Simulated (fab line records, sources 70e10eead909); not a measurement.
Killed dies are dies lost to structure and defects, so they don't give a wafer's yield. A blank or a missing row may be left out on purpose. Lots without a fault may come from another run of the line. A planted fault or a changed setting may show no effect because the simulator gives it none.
Chamber matching | flow nand_harc | NHARC_P_BONDPAD_DEP_00 on pecvd-03: 3 sister chambers
The step deposits SiCN, target thk 250 nm. 3 wafers are shown with their chamber, then 8 later ones without.

WAFERS WITH THEIR CHAMBER
wafer  | chamber | heater_power_w (W)
L087.2 | 1       | 669
L087.4 | 0       | 482
L095.2 | 2       | 636

WAFERS WITHOUT THEIR CHAMBER
wafer  | heater_power_w (W)
L095.3 | 496
L095.6 | 642
L096.2 | 580
L096.3 | 471
L096.4 | 578
L097.1 | 490
L097.2 | 660
L097.4 | 500

WHICH CHAMBER EACH WENT THROUGH
wafer  | from the rows above          | in truth
L095.3 | 0                            | 0
L095.6 | can't be placed: 2 or 1      | 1
L096.2 | can't be placed: 2 or 1 or 0 | 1
L096.3 | 0                            | 0
L096.4 | can't be placed: 2 or 1 or 0 | 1
L097.1 | 0                            | 0
L097.2 | can't be placed: 1 or 2      | 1
L097.4 | 0                            | 0
Placed correctly: 4 of 8. Can't be placed from these rows: 4 (the true chamber is among the candidates in 4). Placed wrongly: 0.
How it was worked out, from the rows above alone: a wafer's distance from a chamber is the root of the sum, over the readings, of the square of ((its reading less the chamber's mean) divided by the reading's scatter). The wafer belongs to the nearest chamber; if the next one is less than 2 further off, it can't be placed. A chamber's mean is the mean of its shown wafers. The scatter: with one shown wafer a chamber, the root of the mean of the squares of how far each hidden wafer lies from its nearest shown one.
